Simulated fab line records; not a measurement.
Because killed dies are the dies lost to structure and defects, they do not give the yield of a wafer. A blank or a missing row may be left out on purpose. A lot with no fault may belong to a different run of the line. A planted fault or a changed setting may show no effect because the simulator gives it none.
fab line records	flow n5Finfet
record lots=6	wafers=18	lastDay=17
route steps=1938 shown BEOL_M12@1604 PASSIVATION@1936
lots with no fault: from the same line, run without faults
startH: start of the lot's first displayed wafer, in hours after the record's first day	waitH: how many hours have passed since the lot's step before this one	" the same as in the row above	L1.1+2: a single row standing in for several wafers	- no value, or no start was given	* or withheld: withheld	< > ~ a bound
route shown NAME@n: a module of which the file shows steps, and the number in the route of the first	usual: mean/standard deviation of fault-free wafers	same: alike in all rows	chamber/n: place in a boat	sites: readings site by site	_std_site: standard deviation of those values	_edge_site: outer sites' mean less inner sites'	radiusMm: how far each site lies from the wafer's centre	mask NAME#n: copy n	behind: the most recent tool/chamber to have shaped the wafer	hold: why the lot was held/for how many hours/how that ended	device: names the non-switching transistor (n, p or np)	end of line: tests run on the same wafers once the route is complete	a step given without rows: its recipe and nothing more	killed: the dies lost at the first sort to structure and to defects; this is not the yield of the wafer	map: shows each die of a wafer: x if killed, . if not, _ if none is there
set.NAME: the run value of the setting; set.NAME@STEP: its run value at that earlier step	model.NAME: the simulator's own value behind a step, which no gauge read
lots at some steps of the route; a table a step, a row a wafer
services: the hour from which a tool's chamber was out of use, counted from the record's first day as startH (under 0 if before that day), plus the number of hours and why
## steps
# step N5_BEOL_M12_COAT_58
# recipe resist=BARC	tempC=205	timeS=60	spinRpm=1500	resistThkNm=89
# step N5_BEOL_M12_COAT_04
# recipe spinRpm=1625	resistThkNm=400
# step N5_BEOL_M12_EBR_06
# recipe solvent=PGMEA	ebrWidthMm=1.5
# step N5_BEOL_M12_SOFTBAKE_05
# recipe tempC=130	timeS=60
# step N5_BEOL_M12_EXPOSE_07
# recipe maskId=V11	na=0.93	sourceShape=conventional	sigmaOuter=0.6	polarization=unpolarized	attpsmPhaseDeg=180	doseMj=32.5
# step N5_BEOL_M12_PEB_08
# recipe pebTempC=130	pebTimeS=90
# step N5_BEOL_M12_DEVELOP_09
# recipe developTimeS=45	rinseLiquid=diw	dry=airSpin	devTempC=21
# step N5_BEOL_M12_HARDBAKE_14
# recipe tempC=130	timeS=120
# step N5_BEOL_M12_CD_MEAS_10
# recipe targetCdNm=140	landingEnergyEv=500	detector=seInlens	polarity=opening
# usual cdNm=139.9/1.3
# same landingEnergyEv=500
lot.wafer	tool	chamber	startH	waitH	cdNm
L677.2	cdSem-01	0	235.25	-	140.4
L677.3	"	0	"	"	139.4
L677.6	"	0	"	"	138.7
L682.1	cdSem-03	0	257.48	-	139.9
L682.2	"	0	"	"	139.1
L682.5	"	0	"	"	141.1
L691.2	cdSem-01	0	326.04	-	141.1
L691.3	"	0	"	"	141.9
L691.5	"	0	"	"	142.2
L695.3	cdSem-01	0	348.52	-	140.9
L695.5	"	0	"	"	139.2
L695.6	"	0	"	"	141.9
L698.1	cdSem-01	0	351.44	-	139.3
L698.2	"	0	"	"	137.8
L698.5	"	0	"	"	139.4
L699.2	cdSem-03	0	369.56	-	140.0
L699.3	"	0	"	"	140.7
L699.6	"	0	"	"	140.9
# step N5_BEOL_M12_OVL_MEAS_11
# recipe pointsPerWafer=44
# usual V11_OVL=-5/6
lot.wafer	tool	chamber	startH	waitH	V11_OVL[nm]
L677.2	overlay-02	0	235.28	0.0	-4
L677.3	"	0	"	"	-8
L677.6	"	0	"	"	-11
L682.1	overlay-01	0	257.51	0.0	0
L682.2	"	0	"	"	3
L682.5	"	0	"	"	-4
L691.2	overlay-01	0	326.07	0.0	4
L691.3	"	0	"	"	0
L691.5	"	0	"	"	2
L695.3	overlay-01	0	348.55	0.0	-19
L695.5	"	0	"	"	-20
L695.6	"	0	"	"	-15
L698.1	overlay-02	0	351.47	0.0	-8
L698.2	"	0	"	"	2
L698.5	"	0	"	"	1
L699.2	overlay-02	0	369.59	0.0	-3
L699.3	"	0	"	"	-6
L699.6	"	0	"	"	-12
# step N5_BEOL_M12_INSPECT_12
# recipe mode=adi	inspectInstrument=macro
# usual rawDefectCount=2.1/1.4
lot.wafer	tool	chamber	startH	waitH	rawDefectCount
L677.2	defectInspect-01	-	235.30	0.0	3
L677.3	"	-	"	"	6
L677.6	"	-	"	"	2
L682.1	defectInspect-01	-	257.53	0.0	0
L682.2	"	-	"	"	1
L682.5	"	-	"	"	3
L691.2	defectInspect-01	-	326.09	0.0	1
L691.3	"	-	"	"	5
L691.5	"	-	"	"	2
L695.3	defectInspect-01	-	348.61	0.1	1
L695.5	"	-	"	"	2
L695.6	"	-	"	"	2
L698.1	defectInspect-01	-	351.49	0.0	2
L698.2	"	-	"	"	5
L698.5	"	-	"	"	2
L699.2	defectInspect-02	-	369.62	0.0	0
L699.3	"	-	"	"	0
L699.6	"	-	"	"	0
# step N5_BEOL_M12_DESCUM_15
# recipe chemistry=O2	timeS=7.9	sourcePowerW=50	biasPowerW=20	pressureMtorr=20	rfFrequencyHz=2.712e+07	tempC=40	o2FlowSccm=225
# usual drypumpMotorCurrentA=5.6/0.44	oesProductAu=0.82/0.075	rfFwdPowerW=49.41/0.23	rfVppV=243.0/1.5	showerheadPlenumPTorr=2.08/0.078	throttleValvePct=20.40/0.19
lot.wafer	tool	chamber	startH	waitH	drypumpMotorCurrentA	oesProductAu	rfFwdPowerW	rfHoursCounterH	rfVppV	showerheadPlenumPTorr	throttleValvePct
L677.2	rieDiel-06	2	235.33	0.0	5.8	0.69	49.22	232	243.6	2.07	20.69
L677.3	"	1	"	"	6.2	0.82	49.58	61	245.3	2.22	20.58
L677.6	"	2	"	"	5.8	0.69	48.93	-	243.1	2.07	20.66
L682.1	rieDiel-01	3	257.57	0.0	5.4	0.77	49.03	128	242.4	2.02	20.08
L682.2	"	1	"	"	5.7	0.67	49.27	255	242.5	2.06	20.59
L682.5	"	1	"	"	5.7	0.68	49.47	-	242.4	2.06	20.62
L691.2	rieDiel-01	1	326.12	0.0	5.6	0.95	49.40	12	242.6	2.05	20.23
L691.3	"	0	"	"	6.2	0.91	49.24	25	241.8	2.05	20.49
L691.5	"	0	"	"	6.2	0.90	49.07	-	242.8	2.05	20.50
L695.3	rieDiel-01	0	348.82	0.2	6.2	0.88	49.21	-	242.6	2.05	20.53
L695.5	"	0	"	"	6.2	0.88	49.32	-	241.6	2.05	20.53
L695.6	"	2	"	"	5.3	0.72	49.46	-	241.8	2.00	20.40
L698.1	rieDiel-05	2	351.52	0.0	5.7	0.79	49.32	129	241.3	2.00	20.64
L698.2	"	0	"	"	5.5	0.79	49.62	100	241.2	2.02	20.23
L698.5	"	2	"	"	5.7	0.79	49.20	-	240.1	2.00	20.63
L699.2	rieDiel-05	3	369.65	0.0	5.0	0.80	49.86	94	246.1	2.20	20.36
L699.3	"	2	"	"	5.7	0.79	49.67	135	242.2	2.00	20.66
L699.6	"	3	"	"	5.0	0.80	49.53	-	244.5	2.20	20.34
# step N5_BEOL_M12_ETCH_59
# recipe chemistry=N2/H2	target=BARC	targetDepthA=890	overetchA=267	timeS=67.9	ionEnergyEv=200	pressureMtorr=30	sourceW=840	biasW=150	n2FlowSccm=200	h2FlowSccm=200
# usual drypumpMotorCurrentA=5.6/0.44	oesProductAu=0.70/0.06	rfFwdPowerW=834/3.8	rfVppV=523.6/2.7	showerheadPlenumPTorr=2.53/0.094	throttleValvePct=17.84/0.17
lot.wafer	tool	chamber	startH	waitH	drypumpMotorCurrentA	oesProductAu	rfFwdPowerW	rfHoursCounterH	rfVppV	showerheadPlenumPTorr	throttleValvePct	model.coat_of_BEOL_M12_COAT_04.thkNm
L677.2	rieDiel-06	2	235.37	0.0	5.8	0.60	830	232	524.2	2.51	18.09	320
L677.3	"	1	"	"	6.2	0.72	838	61	527.4	2.69	18.01	318
L677.6	"	2	"	"	5.8	0.60	827	-	523.5	2.51	18.08	319.4
L682.1	rieDiel-01	3	257.60	0.0	5.3	0.67	827	128	520.4	2.45	17.63	317.8
L682.2	"	1	"	"	5.6	0.57	834	255	523.3	2.49	18.05	318.6
L682.5	"	1	"	"	5.6	0.59	835	-	522.4	2.49	18.05	319
L691.2	rieDiel-01	1	326.16	0.0	5.7	0.80	835	12	522.4	2.49	17.62	271.6
L691.3	"	0	"	"	6.2	0.77	836	25	523.5	2.50	17.97	271
L691.5	"	0	"	"	6.2	0.77	836	-	521.0	2.50	17.97	270.8
L695.3	rieDiel-01	0	348.88	0.0	6.2	0.75	833	-	522.2	2.50	17.98	272.4
L695.5	"	0	"	"	6.2	0.75	831	-	521.5	2.50	17.98	272.6
L695.6	"	2	"	"	5.3	0.62	838	-	520.8	2.42	17.91	274.2
L698.1	rieDiel-05	2	351.56	0.0	5.7	0.68	837	129	521.2	2.44	18.15	316
L698.2	"	0	"	"	5.5	0.68	839	100	521.6	2.45	17.71	317.6
L698.5	"	2	"	"	5.7	0.67	835	-	520.5	2.44	18.12	316.4
L699.2	rieDiel-05	3	369.68	0.0	5.0	0.68	834	94	527.2	2.67	17.68	317.8
L699.3	"	2	"	"	5.7	0.68	834	135	522.5	2.44	18.14	317.4
L699.6	"	3	"	"	5.0	0.68	830	-	528.6	2.67	17.69	318.2
# step N5_BEOL_M12_VIA_ETCH_16
# recipe chemistry=C4F8/O2/Ar	target=SiOC	pressureMtorr=30	sourceW=3000	biasW=700	Ar_flow_sccm=400	C4F8_flow_sccm=15	O2_flow_sccm=8	heInnerTorr=15	heOuterTorr=30	targetDepthA=7248	timeS=withheld	ionEnergyEv=250	ends=cleared
# usual drypumpMotorCurrentA=5.6/0.43	oesProductAu=0.74/0.066	rfFwdPowerW=2991/9.6	rfVppV=665/3.3	showerheadPlenumPTorr=3.40/0.12	throttleValvePct=24.18/0.21
lot.wafer	tool	chamber	startH	waitH	drypumpMotorCurrentA	oesProductAu	rfFwdPowerW	rfVppV	showerheadPlenumPTorr	throttleValvePct	model.coat_of_BEOL_M12_COAT_04.thkNm
L677.2	rieDiel-06	2	235.42	0.0	5.8	0.63	2989	665	3.37	24.37	125.6
L677.3	"	1	"	"	6.2	0.77	2986	670	3.61	24.37	121.8
L677.6	"	2	"	"	5.8	0.64	2998	665	3.37	24.39	120.4
L682.1	rieDiel-01	3	257.66	0.0	5.3	0.70	2999	662	3.30	23.88	123.4
L682.2	"	1	"	"	5.7	0.60	2986	664	3.37	24.38	122.8
L682.5	"	1	"	"	5.7	0.60	2985	663	3.37	24.40	122.2
L691.2	rieDiel-01	1	326.21	0.0	5.6	0.84	2990	665	3.36	24.10	76.2
L691.3	"	0	"	"	6.2	0.81	2992	666	3.36	24.36	79
L691.5	"	0	"	"	6.2	0.82	2991	663	3.36	24.36	70.6
L695.3	rieDiel-01	0	349.02	0.1	6.2	0.81	2992	664	3.36	24.38	84.6
L695.5	"	0	"	"	6.2	0.80	2992	665	3.36	24.39	79.6
L695.6	"	2	"	"	5.2	0.65	2999	661	3.26	24.03	83
L698.1	rieDiel-05	2	351.61	0.0	5.7	0.72	2991	663	3.29	24.48	122.8
L698.2	"	0	"	"	5.5	0.72	2995	662	3.31	24.04	122.4
L698.5	"	2	"	"	5.7	0.72	2990	661	3.29	24.49	120
L699.2	rieDiel-05	3	369.74	0.0	5.0	0.73	2989	670	3.59	24.15	124.8
L699.3	"	2	"	"	5.7	0.72	2983	660	3.29	24.50	123
L699.6	"	3	"	"	5.0	0.73	3002	669	3.58	24.14	120.4
# step N5_BEOL_M12_STRIP_63
# recipe chemistry=N2/H2	powerW=1000	tempC=250	h2Frac=0.65	overashFraction=0.3	pressureMtorr=1000	n2FlowSccm=1750	h2FlowSccm=3250
# usual drypumpMotorCurrentA=5.2/0.46	heaterPowerW=336/50	oesProductAu=0.692/0.0046	stripTimeToEndpointS=42.4/0.78
lot.wafer	tool	chamber	startH	waitH	drypumpMotorCurrentA	heaterPowerW	oesProductAu	rfHoursCounterH	stripTimeToEndpointS
L677.2	plasmaAsher-01	0	235.62	-	5.1	332	0.691	64	43.2
L677.3	"	1	"	"	4.7	372	0.694	-	42.2
L677.6	"	1	"	"	4.7	378	0.682	-	41.8
L682.1	plasmaAsher-01	1	257.86	-	4.7	376	0.690	74	42.6
L682.2	"	0	"	"	5.1	330	0.688	74	42.4
L682.5	"	1	"	"	4.7	378	0.697	-	42.3
L691.2	plasmaAsher-02	0	326.41	-	5.7	376	0.679	134	29.5
L691.3	"	1	"	"	6.0	228	0.674	-	30.3
L691.5	"	0	"	"	5.7	375	0.667	-	27.8
L695.3	plasmaAsher-01	0	349.24	-	5.2	324	0.692	-	31.9
L695.5	"	1	"	"	4.7	377	0.678	-	30.5
L695.6	"	0	"	"	5.1	324	0.684	-	31.4
L698.1	plasmaAsher-01	1	351.81	-	4.7	377	0.698	90	42.4
L698.2	"	0	"	"	5.1	323	0.691	90	42.3
L698.5	"	0	"	"	5.1	326	0.696	-	41.7
L699.2	plasmaAsher-01	1	369.94	-	4.7	375	0.689	94	43.0
L699.3	"	1	"	"	4.7	378	0.696	-	42.5
L699.6	"	1	"	"	4.7	365	0.687	-	41.8
# step N5_BEOL_M12_STRIP_64
# recipe chemistry=N2/H2	powerW=1000	tempC=250	h2Frac=0.65	overashFraction=0.3	pressureMtorr=withheld	n2FlowSccm=1750	h2FlowSccm=3250
# usual drypumpMotorCurrentA=5.2/0.45	heaterPowerW=336/50	oesProductAu=0.715/0.0048	stripTimeToEndpointS=31.34/0.08
lot.wafer	tool	chamber	startH	waitH	drypumpMotorCurrentA	heaterPowerW	oesProductAu	rfHoursCounterH	stripTimeToEndpointS
L677.2	plasmaAsher-01	0	235.68	0.0	5.1	329	0.718	64	31.49
L677.3	"	1	"	"	4.7	377	0.716	-	31.42
L677.6	"	1	"	"	4.7	371	0.712	-	31.49
L682.1	plasmaAsher-01	1	257.92	0.0	4.7	374	0.704	74	31.22
L682.2	"	0	"	"	5.1	325	0.716	74	31.33
L682.5	"	1	"	"	4.7	378	0.725	-	31.42
L691.2	plasmaAsher-02	0	326.47	0.0	5.7	369	0.720	134	31.32
L691.3	"	1	"	"	6.0	229	0.718	-	31.28
L691.5	"	0	"	"	5.7	369	0.714	-	31.28
L695.3	plasmaAsher-01	0	349.30	0.0	5.1	326	0.715	-	31.21
L695.5	"	1	"	"	4.7	379	0.718	-	31.26
L695.6	"	0	"	"	5.1	320	0.712	-	31.33
L698.1	plasmaAsher-01	1	351.87	0.0	4.7	382	0.708	91	31.28
L698.2	"	0	"	"	5.1	320	0.714	91	31.28
L698.5	"	0	"	"	5.1	327	0.719	-	31.29
L699.2	plasmaAsher-01	1	370.00	0.0	4.7	375	0.717	94	31.31
L699.3	"	1	"	"	4.7	374	0.713	-	31.50
L699.6	"	1	"	"	4.7	375	0.718	-	31.38
# step N5_BEOL_M12_STRIP_71
# recipe chemistry=postEtchResidueRemover	timeS=60	tempC=25	removerPh=withheld	removerWaterWtPct=withheld	removerFluorideWtPct=withheld
# step N5_BEOL_M12_SRD_72
# recipe timeS=30	tempC=23	rinseLiquid=diw	dry=n2Spin	spinRpm=1500	dryTimeS=30
# step N5_BEOL_M12_CD_MEAS_17
# recipe targetCdNm=140	polarity=opening
# usual cdNm=140.2/1.7
lot.wafer	tool	chamber	startH	waitH	cdNm
L677.2	cdSem-02	-	235.83	0.0	140.4
L677.3	"	-	"	"	140.4
L677.6	"	-	"	"	139.7
L682.1	cdSem-03	-	258.07	0.0	140.0
L682.2	"	-	"	"	139.3
L682.5	"	-	"	"	142.4
L691.2	cdSem-03	-	326.62	0.0	149.7
L691.3	"	-	"	"	151.7
L691.5	"	-	"	"	152.6
L695.3	cdSem-02	-	349.47	0.0	150.9
L695.5	"	-	"	"	148.5
L695.6	"	-	"	"	150.5
L698.1	cdSem-01	-	352.02	0.0	139.6
L698.2	"	-	"	"	137.9
L698.5	"	-	"	"	139.4
L699.2	cdSem-01	-	370.14	0.0	140.8
L699.3	"	-	"	"	141.3
L699.6	"	-	"	"	141.9
# step N5_BEOL_M12_COAT_65
# recipe resist=SOC	tempC=250	timeS=60	spinRpm=1500	resistThkNm=300
# step N5_PASSIVATION_PROBE_49
# usual defectLimitedYield=91.5/1.3	killed_at_M0_to_M3=33/11	killed_at_M4_up=14/5.3	killedAtContacts=11/6.3	killedAtFrontEnd=38/10	killedAtOther=3.7/2.8	killedDies=101/16	killedOpen=67/12	killedShort=32/7.4	sort_bin_5_function=5.0/0.86	sort_bin_6_memory=3.2/0.69	sortNPass=1079/16	sortYieldPct=91.5/1.3
# same grossDies=1180	killedAtBackSide=0	sort_bin_4_leakage[%]=0	sort_bin_8_speed[%]=0
lot.wafer	tool	chamber	startH	waitH	defectLimitedYield[%]	killed_at_M0_to_M3	killed_at_M4_up	killedAtContacts	killedAtFrontEnd	killedAtOther	killedDies	killedOpen	killedShort	sort_bin_5_function[%]	sort_bin_6_memory[%]	sortNPass	sortYieldPct[%]
L691.2	prober-01	-	365.00	0.1	92.0	31	15	11	32	5	94	67	24	5.2	2.7	1086	92.0
L691.3	prober-01	-	365.05	0.1	91.8	37	9	15	32	4	97	70	25	4.5	3.5	1083	91.8
# killed by level:class
L691.2 MOL_CONTACT_COAG:geometricParticle:open=9 BEOL_M0_SAQP:geometricParticle:open=8 BEOL_M4:geometricParticle:open=8 FIN_SAQP:geometricParticle:open=6 GATE_CUT:geometricParticle:short=6 BEOL_M0_SAQP:geometricParticle:short=6 DUMMY_GATE:geometricParticle:open=5 BEOL_M1:geometricParticle:open=5
L691.3 MOL_CONTACT_COAG:geometricParticle:open=12 BEOL_M1:geometricParticle:open=11 BEOL_M2:geometricParticle:open=10 FIN_SAQP:geometricParticle:open=7 FIN_SAQP:geometricParticle:short=4 DUMMY_GATE:geometricParticle:open=4 BEOL_M0_SAQP:geometricParticle:open=4 BEOL_M3:geometricParticle:open=4
## services
tool	chamber	startH	hours	kind
rieDiel-06	3	217.63	-	clean
rieDiel-06	3	217.63	-	consumableReplace:focusRing
rieDiel-06	3	217.63	24.0	scheduledDown
rieDiel-06	3	217.63	24.0	ventCycle
plasmaAsher-02	-	227.36	28.1	pm
rieDiel-01	0	246.77	-	clean
rieDiel-01	0	246.77	-	consumableReplace:focusRing
rieDiel-01	0	246.77	17.1	scheduledDown
rieDiel-01	0	246.77	17.1	ventCycle
rieDiel-06	0	248.46	12.2	repair
rieDiel-06	2	253.30	11.7	repair
rieDiel-01	1	263.83	-	clean
rieDiel-01	1	263.83	-	consumableReplace:focusRing
rieDiel-01	1	263.83	23.1	scheduledDown
rieDiel-01	1	263.83	23.1	ventCycle
rieDiel-06	2	297.24	-	clean
plasmaAsher-01	-	300.02	1.0	repair
rieDiel-06	0	323.11	6.4	repair
rieDiel-05	-	328.94	1.0	repair
rieDiel-06	1	331.98	7.0	repair
rieDiel-01	3	338.74	10.4	repair
rieDiel-06	2	343.55	9.0	repair
rieDiel-01	1	346.23	5.1	repair
plasmaAsher-01	-	346.36	2.7	repair
## key
firstSign step=N5_BEOL_M12_STRIP_63	reading=stripTimeToEndpointS	direction=down	sigmas=16	usual=*	struck=*
effect step=N5_BEOL_M12_STRIP_63	reading=oesProductAu	direction=down	sigmas=2.8	usual=0.692	struck=0.679
effect step=N5_BEOL_M12_CD_MEAS_17	reading=cdNm	direction=up	sigmas=6.3	usual=140.2	struck=150.7
modelEffect step=N5_BEOL_M12_ETCH_59	value=coat_of_BEOL_M12_COAT_04.thkNm	without=317	struck=272.1
modelEffect step=N5_BEOL_M12_VIA_ETCH_16	value=coat_of_BEOL_M12_COAT_04.thkNm	without=123.6	struck=78.83
metAt N5_BEOL_M12_ETCH_59
struckWafers L691.2,L691.3,L691.5,L695.3,L695.5,L695.6
onsetBetween 257.60 326.16
alsoFits N5_BEOL_M12_DESCUM_15:rieDiel-01,N5_BEOL_M12_VIA_ETCH_16:rieDiel-01
fault kind=processParameterDrift	tool=rieDiel-01	chamber=-	onsetH=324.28	steps=N5_BEOL_M12_ETCH_59	channel=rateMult	offset=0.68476	shape=step	endH=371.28
